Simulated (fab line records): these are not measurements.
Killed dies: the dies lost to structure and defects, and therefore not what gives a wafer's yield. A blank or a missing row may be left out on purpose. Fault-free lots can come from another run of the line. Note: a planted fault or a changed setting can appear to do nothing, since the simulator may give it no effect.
The same fault as seen by 2 desks    flow n5 finfet    what lay behind the numbers comes last; until then each desk has only its own

TOOL OWNER'S DESK, rie si-03
The tool's own readings at N5_FIN_SAQP_MANDREL_ETCH_58 (etches a-Si in HBr/Cl2, stops on SiNx, target depth 45 nm, bt time 10 s, time 27 s): means of the sampled wafers that have a number, for each lot that ran on this tool. Marked OUT: a lot whose mean sits more than 4 standard deviations from the usual mean, which makes it out of limits; the brackets give that distance.
Columns: A = drypump motor current A at N5_FIN_SAQP_MANDREL_ETCH_58, usual 5.6 A; B = oes product au at N5_FIN_SAQP_MANDREL_ETCH_58, usual 0.697 a.u.; C = throttle valve pct at N5_FIN_SAQP_MANDREL_ETCH_58, usual 35.8 %
lot   first seen here  A    B      C
L326  day 3 00:58      5.7  0.693  35.8
L327  day 3 06:38      5.7  0.698  36.0
L339  day 6 07:13      5.8  0.692  35.8
L341  day 6 18:56      5.7  0.701  36.0
L345  day 7 18:49      5.8  0.702  36.1
Result from this desk: across the 5 lots, nothing is out of limits.

FROM THE METROLOGY DESK
What the gauges read, lot by lot, whatever tool the lot ran on: means of the sampled wafers that have a number. Marked OUT: a lot whose mean sits more than 4 standard deviations from the usual mean, which makes it out of limits; the brackets give that distance.
Columns: A = cd nm at N5_FIN_SAQP_CD_MEAS_27, usual 20.32 nm
lot   first seen here  A
L322  day 2 01:01      20.32
L324  day 2 13:28      20.35
L326  day 3 00:47      20.61
L327  day 3 06:28      20.49
L328  day 3 12:16      19.88
L333  day 4 21:04      20.47
L334  day 5 01:34      20.20
L336  day 5 12:38      20.52
L337  day 5 19:58      20.21
L339  day 6 07:02      20.33
L341  day 6 18:44      20.08
L345  day 7 18:37      20.16
Result from this desk: across the 12 lots, nothing is out of limits.

TAKEN TOGETHER
The desk of the tool owner found nothing out of limits.
Nothing out of limits was seen by the metrology desk.

WHAT THE SIMULATOR PUT IN
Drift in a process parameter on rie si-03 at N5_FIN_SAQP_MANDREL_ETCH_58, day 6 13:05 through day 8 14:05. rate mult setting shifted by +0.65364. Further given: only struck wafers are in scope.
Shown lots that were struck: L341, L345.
